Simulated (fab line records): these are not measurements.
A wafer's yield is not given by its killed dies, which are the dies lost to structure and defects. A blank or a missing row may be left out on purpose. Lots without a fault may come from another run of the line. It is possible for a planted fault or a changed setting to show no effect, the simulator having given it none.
Matching of chambers | flow n5 finfet | 4 sister chambers for N5_STI_FIN_REVEAL_ETCHBACK_08 on rie diel-04
The step etches SiO2 in C4F6/O2, target depth 30.5 nm, time 10.167 s. 4 wafers are shown with their chamber, then 9 later ones without.

EACH WAFER AND ITS CHAMBER
wafer  | chamber | showerhead plenum p Torr (Torr)
L084.1 | 0       | 2.80
L088.1 | 2       | 2.72
L090.4 | 1       | 3.01
L090.6 | 3       | 2.94

WAFERS WHOSE CHAMBER IS MISSING
wafer  | showerhead plenum p Torr (Torr)
L092.1 | 2.72
L092.2 | 2.94
L092.4 | 3.00
L096.1 | 2.71
L096.5 | 2.93
L096.6 | 2.71
L097.1 | 2.93
L097.2 | 2.71
L097.6 | 2.79

EACH ONE'S CHAMBER
wafer  | from the rows above | in truth
L092.1 | 2                   | 2
L092.2 | 3                   | 3
L092.4 | 1                   | 1
L096.1 | 2                   | 2
L096.5 | 3                   | 3
L096.6 | 2                   | 2
L097.1 | 3                   | 3
L097.2 | 2                   | 2
L097.6 | 0                   | 0
9 of 9 placed correctly. Left unplaced by these rows: 0. Placed wrongly: 0.
How it was worked out, from the rows above alone: a wafer's distance from a chamber is the root of the sum, over the readings, of the square of ((its reading less the chamber's mean) divided by the reading's scatter). The wafer belongs to the nearest chamber; if the next one is less than 2 further off, it can't be placed. The mean given for a chamber averages the wafers shown for that chamber. The scatter: with one shown wafer a chamber, the root of the mean of the squares of how far each hidden wafer lies from its nearest shown one.
